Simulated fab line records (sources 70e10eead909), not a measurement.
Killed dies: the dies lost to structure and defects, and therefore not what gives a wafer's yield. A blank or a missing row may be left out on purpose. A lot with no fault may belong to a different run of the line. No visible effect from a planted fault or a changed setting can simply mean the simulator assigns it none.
Problem report, 8D (eight disciplines) form, completed by code ; flow nandHarc ; the parts of the form that need people (team, actions taken, sign-off) are left out

== 1. THE ISSUE ==
Wafers without a fault read 119.6 nm, standard deviation 0.78; cdNm at NHARC_P_GATE_CD_MEAS_26 reads a mean of 94.8 nm on 6 wafers belonging to 2 lots. Relative to the usual mean, that is a shift of -32 standard deviations.
The step: target cd 120 nm.
First seen on wafer L863.2, day 12 05:20, on cdSem-02. The record holds 33 wafers of 11 lots with a number at this step. Rule for "out" (also "out of limits"): further than 4 standard deviations from the usual mean. The rest of the wafers with a number are treated as sound.

== 2. WHAT IT IS AND WHAT IT IS NOT ==
question;is;is not
which readings at this step;cdNm;-
which lots;L863, L866;L848, L849, L851, L852, L853, L854, L856, L860, L869
which wafers of those lots;all that have a number;-
read on which gauges;cdSem-01, cdSem-02;cdSem-03
when;from day 12 05:20;"up to then (24 sound wafers); but 3 sound wafers of L869 came after"

== 3. THE SUSPECTS, EACH WITH WHAT RULES IT OUT ==
Counting: a tool at any process step up to the reading remains a suspect when it ran all the lots that are out and ran no sound lot after the first of those.
- ruled out: the gauge at NHARC_P_GATE_CD_MEAS_26. 2 gauges (cdSem-01, cdSem-02) read the wafers that are out.
- lithoTrack-04 at NHARC_P_GATE_PEB_24 (peb time 65 s): kept. It ran every lot that is out, first L863 (day 12 05:16), and no sound lot after that; its last sound lot up to then is L856 (day 9 10:55). Its own readings are out on those wafers: heaterPowerTotalW, plateTempC.
The count leaves lithoTrack-04 at NHARC_P_GATE_PEB_24.

== 4. THE CAUSE (what the simulator had put in) ==
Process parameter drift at NHARC_P_GATE_PEB_24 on lithoTrack-04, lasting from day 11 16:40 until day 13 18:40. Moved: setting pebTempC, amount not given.
This tool alone remained once counting was done.

== 5. THE EFFECT CHAIN, in route order ==
Each row: a reading where the mean over the struck wafers with a number is more than 3 standard deviations away from the usual. Only readings whose record carries a usual standard deviation are examined. hours: median over the lots of the time between each lot's start at the first step of this table that gives one and its start at this step. sigmas: the change, counted in usual standard deviations.
hours;step;reading;usual;on struck wafers;change;sigmas
0;NHARC_P_GATE_PEB_24;heaterPowerTotalW;156.7 W;174.8;+18.1;+44
0;NHARC_P_GATE_PEB_24;plateTempC;100.02 C;108.42;+8.40;+65
0;NHARC_P_GATE_CD_MEAS_26;cdNm;119.6 nm;94.8;-24.8;-32
1;NHARC_P_GATE_CD_MEAS_33;cdNm;119 nm;96;-23;-6.8
465;NHARC_END_SORT_01;killedAtPeriphery;3.5;400.0;+396.5;+99 or more
465;NHARC_END_SORT_01;killedDies;58;484;+426;+20
Here are the process steps it includes:
- NHARC_P_GATE_PEB_24: peb time 65 s.

== 6. WHAT WOULD HAVE CAUGHT IT SOONER ==
In this record the first reading out of limits at a measuring or inspecting step was taken at day 12 05:20, 13 hours after the fault began at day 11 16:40.
Tool's own readings at NHARC_P_GATE_PEB_24, heaterPowerTotalW, plateTempC: out on all struck wafers the step has rows for; an alarm limit on them would have tripped on the first.
Of the lots that are out (2), L866 began NHARC_P_GATE_PEB_24 on lithoTrack-04 after day 12 05:20. A hold on the tool at that time would have spared it.
